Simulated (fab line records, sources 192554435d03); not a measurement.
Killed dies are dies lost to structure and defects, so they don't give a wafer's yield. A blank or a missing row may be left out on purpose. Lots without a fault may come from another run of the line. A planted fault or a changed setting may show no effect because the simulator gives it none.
Which tool did it? | flow n5_finfet | 11 lots, 33 wafers sampled, at 1 step of a route of 1938

WHAT THE GAUGES READ, wafer by wafer
N5_BEOL_M2_CD_MEAS_11: target cd 16.79 nm.
lot  | measured     | on        | cd_nm (nm)
L075 | day 6 18:34  | cd_sem-01 | 17.08 16.93 16.97
L077 | day 7 06:08  | cd_sem-02 | 16.75 17.01 16.78
L080 | day 8 00:25  | cd_sem-03 | 16.83 16.96 16.88
L084 | day 8 21:07  | cd_sem-02 | 16.85 17.13 16.98
L083 | day 9 01:41  | cd_sem-02 | 16.85 16.89 16.80
L086 | day 9 16:37  | cd_sem-01 | 16.71 16.49 16.66
L088 | day 10 02:24 | cd_sem-03 | 17.05 16.86 17.10
L090 | day 10 16:26 | cd_sem-02 | 16.38 16.46 16.60
L092 | day 11 03:01 | cd_sem-01 | 16.58 16.70 17.00
L094 | day 11 12:12 | cd_sem-01 | 17.12 16.92 17.16
L096 | day 11 20:50 | cd_sem-02 | 16.55 16.50 16.64

WHICH TOOL RAN EACH LOT (tool, then ch and the chambers of the sampled wafers, then the start)
The record holds no process step before these readings.

THE ANSWER, worked out from the rows above alone
Rule: what is usual is taken from the lots themselves. Put in order of their means at a reading, lots are off if they are a third of the lots or fewer, leave a main group of 4 or more, and stand apart from it by a gap of 3 or more times the standard deviation of the main group's means; of several such gaps the widest counts. A main group whose means are all the same, to the digits that the tables above print for the reading, isn't used. A lot without any number at a reading at which 4 lots or more have one is off too. The other lots that the step has rows for count as sound.
No lot is off at any reading shown: from this, nothing can be told.

WHAT THE SIMULATOR HAD PUT IN
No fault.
